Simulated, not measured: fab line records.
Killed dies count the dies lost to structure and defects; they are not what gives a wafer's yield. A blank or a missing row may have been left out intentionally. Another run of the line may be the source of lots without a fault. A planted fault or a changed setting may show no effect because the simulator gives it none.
Which of the tools did it? || flow nand-harc || 72 wafers from 24 lots sampled at 3 of the route's 1302 steps

## WHAT THE GAUGES READ, wafer by wafer
NHARC_P_M1_CD_MEAS_09: target cd 130 nm.
{"lot": "L075", "measured": "day 6 20:56", "on": "cd-sem-02", "cd-nm (nm)": "129.9 129.6 130.0"}
{"lot": "L074", "measured": "day 6 22:18", "on": "cd-sem-02", "cd-nm (nm)": "129.2 130.1 129.2"}
{"lot": "L077", "measured": "day 7 14:37", "on": "cd-sem-03", "cd-nm (nm)": "129.6 130.0 130.0"}
{"lot": "L076", "measured": "day 7 14:53", "on": "cd-sem-02", "cd-nm (nm)": "130.2 130.8 130.2"}
{"lot": "L078", "measured": "day 8 03:28", "on": "cd-sem-03", "cd-nm (nm)": "130.8 129.9 130.2"}
{"lot": "L079", "measured": "day 8 17:46", "on": "cd-sem-03", "cd-nm (nm)": "130.3 130.6 130.3"}
{"lot": "L080", "measured": "day 8 19:35", "on": "cd-sem-02", "cd-nm (nm)": "129.7 128.9 129.5"}
{"lot": "L081", "measured": "day 9 01:31", "on": "cd-sem-01", "cd-nm (nm)": "130.5 130.4 129.9"}
{"lot": "L082", "measured": "day 9 15:16", "on": "cd-sem-01", "cd-nm (nm)": "129.6 130.3 130.2"}
{"lot": "L083", "measured": "day 9 20:07", "on": "cd-sem-02", "cd-nm (nm)": "130.4 130.1 129.4"}
{"lot": "L084", "measured": "day 10 14:35", "on": "cd-sem-01", "cd-nm (nm)": "131.0 130.2 129.8"}
{"lot": "L085", "measured": "day 10 20:15", "on": "cd-sem-02", "cd-nm (nm)": "130.7 130.5 129.9"}
{"lot": "L086", "measured": "day 11 04:19", "on": "cd-sem-02", "cd-nm (nm)": "130.4 130.8 130.3"}
{"lot": "L087", "measured": "day 11 14:08", "on": "cd-sem-03", "cd-nm (nm)": "130.0 130.3 130.8"}
{"lot": "L088", "measured": "day 12 07:05", "on": "cd-sem-03", "cd-nm (nm)": "130.1 130.1 130.4"}
{"lot": "L089", "measured": "day 12 12:39", "on": "cd-sem-03", "cd-nm (nm)": "130.8 130.1 129.8"}
{"lot": "L090", "measured": "day 13 05:12", "on": "cd-sem-03", "cd-nm (nm)": "130.7 130.2 130.5"}
{"lot": "L091", "measured": "day 13 13:13", "on": "cd-sem-02", "cd-nm (nm)": "130.8 130.3 130.4"}
{"lot": "L092", "measured": "day 13 19:18", "on": "cd-sem-03", "cd-nm (nm)": "130.5 129.8 129.7"}
{"lot": "L093", "measured": "day 14 04:05", "on": "cd-sem-03", "cd-nm (nm)": "130.5 130.6 130.3"}
{"lot": "L094", "measured": "day 14 09:45", "on": "cd-sem-01", "cd-nm (nm)": "130.0 130.0 129.5"}
{"lot": "L095", "measured": "day 14 21:21", "on": "cd-sem-02", "cd-nm (nm)": "129.9 130.2 130.0"}
{"lot": "L096", "measured": "day 15 11:07", "on": "cd-sem-03", "cd-nm (nm)": "129.4 129.5 129.6"}
{"lot": "L097", "measured": "day 16 01:58", "on": "cd-sem-02", "cd-nm (nm)": "130.3 130.2 130.3"}

## WHAT TOOL EACH LOT RAN ON (gives the tool, then ch and the chambers of the sampled wafers, and finally the start)
{"lot": "L075", "NHARC_P_M0_PVD_20": "pvd-sputter-02, day 6 20:56 or earlier", "NHARC_P_M0_PVD_21": "pvd-sputter-02, day 6 20:56 or earlier"}
{"lot": "L074", "NHARC_P_M0_PVD_20": "pvd-sputter-02, day 6 22:18 or earlier", "NHARC_P_M0_PVD_21": "pvd-sputter-02, day 6 22:18 or earlier"}
{"lot": "L077", "NHARC_P_M0_PVD_20": "pvd-sputter-01, day 7 14:37 or earlier", "NHARC_P_M0_PVD_21": "pvd-sputter-01, day 7 14:37 or earlier"}
{"lot": "L076", "NHARC_P_M0_PVD_20": "pvd-sputter-02, day 7 14:53 or earlier", "NHARC_P_M0_PVD_21": "pvd-sputter-02, day 7 14:53 or earlier"}
{"lot": "L078", "NHARC_P_M0_PVD_20": "pvd-sputter-01, day 8 03:28 or earlier", "NHARC_P_M0_PVD_21": "pvd-sputter-01, day 8 03:28 or earlier"}
{"lot": "L079", "NHARC_P_M0_PVD_20": "pvd-sputter-01, day 8 17:46 or earlier", "NHARC_P_M0_PVD_21": "pvd-sputter-01, day 8 17:46 or earlier"}
{"lot": "L080", "NHARC_P_M0_PVD_20": "pvd-sputter-03, day 8 19:35 or earlier", "NHARC_P_M0_PVD_21": "pvd-sputter-03, day 8 19:35 or earlier"}
{"lot": "L081", "NHARC_P_M0_PVD_20": "pvd-sputter-03, day 9 01:31 or earlier", "NHARC_P_M0_PVD_21": "pvd-sputter-03, day 9 01:31 or earlier"}
{"lot": "L082", "NHARC_P_M0_PVD_20": "pvd-sputter-01, day 9 15:16 or earlier", "NHARC_P_M0_PVD_21": "pvd-sputter-01, day 9 15:16 or earlier"}
{"lot": "L083", "NHARC_P_M0_PVD_20": "pvd-sputter-03, day 9 20:07 or earlier", "NHARC_P_M0_PVD_21": "pvd-sputter-03, day 9 20:07 or earlier"}
{"lot": "L084", "NHARC_P_M0_PVD_20": "pvd-sputter-02, day 10 14:35 or earlier", "NHARC_P_M0_PVD_21": "pvd-sputter-02, day 10 14:35 or earlier"}
{"lot": "L085", "NHARC_P_M0_PVD_20": "pvd-sputter-02, day 10 20:15 or earlier", "NHARC_P_M0_PVD_21": "pvd-sputter-02, day 10 20:15 or earlier"}
{"lot": "L086", "NHARC_P_M0_PVD_20": "pvd-sputter-03, day 11 04:19 or earlier", "NHARC_P_M0_PVD_21": "pvd-sputter-03, day 11 04:19 or earlier"}
{"lot": "L087", "NHARC_P_M0_PVD_20": "pvd-sputter-03, day 11 14:08 or earlier", "NHARC_P_M0_PVD_21": "pvd-sputter-03, day 11 14:08 or earlier"}
{"lot": "L088", "NHARC_P_M0_PVD_20": "pvd-sputter-01, day 12 07:05 or earlier", "NHARC_P_M0_PVD_21": "pvd-sputter-01, day 12 07:05 or earlier"}
{"lot": "L089", "NHARC_P_M0_PVD_20": "pvd-sputter-01, day 12 12:39 or earlier", "NHARC_P_M0_PVD_21": "pvd-sputter-01, day 12 12:39 or earlier"}
{"lot": "L090", "NHARC_P_M0_PVD_20": "pvd-sputter-03, day 13 05:12 or earlier", "NHARC_P_M0_PVD_21": "pvd-sputter-03, day 13 05:12 or earlier"}
{"lot": "L091", "NHARC_P_M0_PVD_20": "pvd-sputter-03, day 13 13:13 or earlier", "NHARC_P_M0_PVD_21": "pvd-sputter-03, day 13 13:13 or earlier"}
{"lot": "L092", "NHARC_P_M0_PVD_20": "pvd-sputter-03, day 13 19:18 or earlier", "NHARC_P_M0_PVD_21": "pvd-sputter-03, day 13 19:18 or earlier"}
{"lot": "L093", "NHARC_P_M0_PVD_20": "pvd-sputter-03, day 14 04:05 or earlier", "NHARC_P_M0_PVD_21": "pvd-sputter-03, day 14 04:05 or earlier"}
{"lot": "L094", "NHARC_P_M0_PVD_20": "pvd-sputter-01, day 14 09:45 or earlier", "NHARC_P_M0_PVD_21": "pvd-sputter-01, day 14 09:45 or earlier"}
{"lot": "L095", "NHARC_P_M0_PVD_20": "pvd-sputter-02, day 14 21:21 or earlier", "NHARC_P_M0_PVD_21": "pvd-sputter-02, day 14 21:21 or earlier"}
{"lot": "L096", "NHARC_P_M0_PVD_20": "pvd-sputter-03, day 15 11:07 or earlier", "NHARC_P_M0_PVD_21": "pvd-sputter-03, day 15 11:07 or earlier"}
{"lot": "L097", "NHARC_P_M0_PVD_20": "pvd-sputter-03, day 16 01:58 or earlier", "NHARC_P_M0_PVD_21": "pvd-sputter-03, day 16 01:58 or earlier"}
- NHARC_P_M0_PVD_20: deposits TaN, target thk 5 nm, time 8.06 s.
- NHARC_P_M0_PVD_21: deposits Cu, target thk 30 nm, time 20.49 s.

## AS READ BY THE TOOLS THEMSELVES (means over the sampled wafers that have a number; for cases with no such wafer, the mark the record gives instead)
NHARC_P_M0_PVD_20.
{"lot": "L075", "tool": "pvd-sputter-02", "throttle-valve-pct (%)": 30.1}
{"lot": "L074", "tool": "pvd-sputter-02", "throttle-valve-pct (%)": 30.3}
{"lot": "L077", "tool": "pvd-sputter-01", "throttle-valve-pct (%)": 29.3}
{"lot": "L076", "tool": "pvd-sputter-02", "throttle-valve-pct (%)": 30.1}
{"lot": "L078", "tool": "pvd-sputter-01", "throttle-valve-pct (%)": 29.1}
{"lot": "L079", "tool": "pvd-sputter-01", "throttle-valve-pct (%)": 28.8}
{"lot": "L080", "tool": "pvd-sputter-03", "throttle-valve-pct (%)": 28.5}
{"lot": "L081", "tool": "pvd-sputter-03", "throttle-valve-pct (%)": 28.7}
{"lot": "L082", "tool": "pvd-sputter-01", "throttle-valve-pct (%)": 29.4}
{"lot": "L083", "tool": "pvd-sputter-03", "throttle-valve-pct (%)": 30.8}
{"lot": "L084", "tool": "pvd-sputter-02", "throttle-valve-pct (%)": 30.7}
{"lot": "L085", "tool": "pvd-sputter-02", "throttle-valve-pct (%)": 30.2}
{"lot": "L086", "tool": "pvd-sputter-03", "throttle-valve-pct (%)": 28.6}
{"lot": "L087", "tool": "pvd-sputter-03", "throttle-valve-pct (%)": 28.8}
{"lot": "L088", "tool": "pvd-sputter-01", "throttle-valve-pct (%)": 30.0}
{"lot": "L089", "tool": "pvd-sputter-01", "throttle-valve-pct (%)": 29.5}
{"lot": "L090", "tool": "pvd-sputter-03", "throttle-valve-pct (%)": 28.7}
{"lot": "L091", "tool": "pvd-sputter-03", "throttle-valve-pct (%)": 29.3}
{"lot": "L092", "tool": "pvd-sputter-03", "throttle-valve-pct (%)": 29.7}
{"lot": "L093", "tool": "pvd-sputter-03", "throttle-valve-pct (%)": 29.8}
{"lot": "L094", "tool": "pvd-sputter-01", "throttle-valve-pct (%)": 30.0}
{"lot": "L095", "tool": "pvd-sputter-02", "throttle-valve-pct (%)": 30.7}
{"lot": "L096", "tool": "pvd-sputter-03", "throttle-valve-pct (%)": 29.4}
{"lot": "L097", "tool": "pvd-sputter-03", "throttle-valve-pct (%)": 28.6}

NHARC_P_M0_PVD_21.
{"lot": "L075", "tool": "pvd-sputter-02", "throttle-valve-pct (%)": 30.2}
{"lot": "L074", "tool": "pvd-sputter-02", "throttle-valve-pct (%)": 30.3}
{"lot": "L077", "tool": "pvd-sputter-01", "throttle-valve-pct (%)": 29.3}
{"lot": "L076", "tool": "pvd-sputter-02", "throttle-valve-pct (%)": 30.1}
{"lot": "L078", "tool": "pvd-sputter-01", "throttle-valve-pct (%)": 29.0}
{"lot": "L079", "tool": "pvd-sputter-01", "throttle-valve-pct (%)": 28.9}
{"lot": "L080", "tool": "pvd-sputter-03", "throttle-valve-pct (%)": 28.1}
{"lot": "L081", "tool": "pvd-sputter-03", "throttle-valve-pct (%)": 29.6}
{"lot": "L082", "tool": "pvd-sputter-01", "throttle-valve-pct (%)": 29.1}
{"lot": "L083", "tool": "pvd-sputter-03", "throttle-valve-pct (%)": 30.3}
{"lot": "L084", "tool": "pvd-sputter-02", "throttle-valve-pct (%)": 30.1}
{"lot": "L085", "tool": "pvd-sputter-02", "throttle-valve-pct (%)": 30.4}
{"lot": "L086", "tool": "pvd-sputter-03", "throttle-valve-pct (%)": 28.2}
{"lot": "L087", "tool": "pvd-sputter-03", "throttle-valve-pct (%)": 29.7}
{"lot": "L088", "tool": "pvd-sputter-01", "throttle-valve-pct (%)": 30.1}
{"lot": "L089", "tool": "pvd-sputter-01", "throttle-valve-pct (%)": 29.9}
{"lot": "L090", "tool": "pvd-sputter-03", "throttle-valve-pct (%)": 29.0}
{"lot": "L091", "tool": "pvd-sputter-03", "throttle-valve-pct (%)": 29.7}
{"lot": "L092", "tool": "pvd-sputter-03", "throttle-valve-pct (%)": 29.2}
{"lot": "L093", "tool": "pvd-sputter-03", "throttle-valve-pct (%)": 29.3}
{"lot": "L094", "tool": "pvd-sputter-01", "throttle-valve-pct (%)": 29.3}
{"lot": "L095", "tool": "pvd-sputter-02", "throttle-valve-pct (%)": 30.0}
{"lot": "L096", "tool": "pvd-sputter-03", "throttle-valve-pct (%)": 29.2}
{"lot": "L097", "tool": "pvd-sputter-03", "throttle-valve-pct (%)": 29.7}

## THE ANSWER, worked out from the rows above alone
Rule: what is usual is taken from the lots themselves. The widest of any qualifying gaps counts: lots, ordered by their means at a reading, are off when they make up no more than a third of the lots, leave a main group of 4 or more, and stand apart from it by 3 or more times the standard deviation of that group's means. If all means in a main group match to the digits the tables above print for the reading, that group is not used. A lot without any number at a reading at which 4 lots or more have one is off too. Where the step has rows for the other lots, those lots are counted as sound. After the gauges, taken in route order, come the tools' own readings; for these a lot's mean is taken, as printed above. At the first step where some lot is off, the reading lying furthest off is the one used; lots without a number count as furthest.
Across all readings shown, no lot is off: no conclusion can be drawn from this.

## WHAT THE SIMULATOR HAD INSERTED
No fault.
